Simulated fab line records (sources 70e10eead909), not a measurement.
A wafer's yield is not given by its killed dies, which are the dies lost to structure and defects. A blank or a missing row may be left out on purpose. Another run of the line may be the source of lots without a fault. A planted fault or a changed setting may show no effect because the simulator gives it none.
Matching of chambers	flow nand_harc	4 sister chambers for NHARC_A_CHANNEL_FILL_D1_ALD_14 on ald_hk-01
The step deposits SiO2, target thk 2.5 nm, pulse time 10 s, ald cycles 25. 8 wafers are shown with their chamber, then 6 later ones without.

## EACH WAFER AND ITS CHAMBER
wafer	chamber	heater_power_w (W)	precursor_pulse_height_rel
L463.5	3	423	0.984
L467.1	3	422	1.016
L464.5	1	453	1.026
L468.4	2	480	0.982
L468.5	1	450	0.978
L468.6	0	449	0.988
L471.1	0	454	0.991
L471.2	2	466	0.988

## WAFERS WITH NO CHAMBER GIVEN
wafer	heater_power_w (W)	precursor_pulse_height_rel
L471.5	410	0.971
L473.2	447	1.027
L473.4	454	0.972
L473.5	435	1.000
L477.1	471	1.023
L477.4	448	0.979

## EACH ONE'S CHAMBER
wafer	from the rows above	in truth
L471.5	3	3
L473.2	can't be placed: 1 or 0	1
L473.4	can't be placed: 0 or 1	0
L473.5	can't be placed: 3 or 1 or 0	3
L477.1	can't be placed: 2 or 1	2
L477.4	can't be placed: 0 or 1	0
1 of 6 placed correctly. Not placeable from these rows: 5 (in 5, the candidates include the true chamber). Wrongly placed: 0.
How it was worked out, from the rows above alone: a wafer's distance from a chamber is the root of the sum, over the readings, of the square of ((its reading less the chamber's mean) divided by the reading's scatter). The wafer belongs to the nearest chamber; if the next one is less than 2 further off, it can't be placed. For every chamber, the mean is computed from those of its wafers that are shown. How the scatter is found: for the shown wafers, subtract from each reading the mean of its chamber, square and add these, divide the total by (wafers less chambers), then take the root.
